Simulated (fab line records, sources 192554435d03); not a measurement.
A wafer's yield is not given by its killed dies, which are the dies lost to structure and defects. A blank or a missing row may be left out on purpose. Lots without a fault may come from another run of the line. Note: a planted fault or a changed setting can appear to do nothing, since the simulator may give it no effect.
Chamber matching    flow n5-finfet    N5_BEOL_M2_DESCUM_16 on rie-diel-01: 4 sister chambers
The step chemistry O2, time 7 s. 8 wafers are shown with their chamber, then 7 later ones without.

== WAFERS WITH THEIR CHAMBER ==
wafer   chamber  showerhead-plenum-p-Torr (Torr)  throttle-valve-pct (%)
L082.1  3        2.19                             20.74
L082.2  2        2.16                             20.66
L082.3  1        2.07                             20.40
L085.1  1        2.06                             20.42
L085.4  0        2.02                             20.02
L085.5  2        2.16                             20.67
L090.1  0        2.01                             20.06
L090.3  3        2.19                             20.75

== WAFERS WITH NO CHAMBER GIVEN ==
wafer   showerhead-plenum-p-Torr (Torr)  throttle-valve-pct (%)
L090.5  2.01                             20.05
L091.2  2.15                             20.70
L091.4  2.01                             20.05
L091.6  2.06                             20.45
L095.1  2.06                             20.44
L095.2  2.15                             20.70
L095.5  2.15                             20.71

== EACH ONE'S CHAMBER ==
wafer   from the rows above  in truth
L090.5  0                    0
L091.2  2                    2
L091.4  0                    0
L091.6  1                    1
L095.1  1                    1
L095.2  2                    2
L095.5  2                    2
Placed correctly: 7 of 7. Not placeable from these rows: 0. Number placed wrongly: 0.
How it was worked out, from the rows above alone: a wafer's distance from a chamber is the root of the sum, over the readings, of the square of ((its reading less the chamber's mean) divided by the reading's scatter). If the next closest chamber is less than 2 further off than the closest, the wafer can't be placed; otherwise it belongs to the closest. A chamber's mean is the mean of its shown wafers. The scatter: take each reading less its chamber's mean, square it, sum over the shown wafers, divide by the number of wafers less the number of chambers, and take the root.
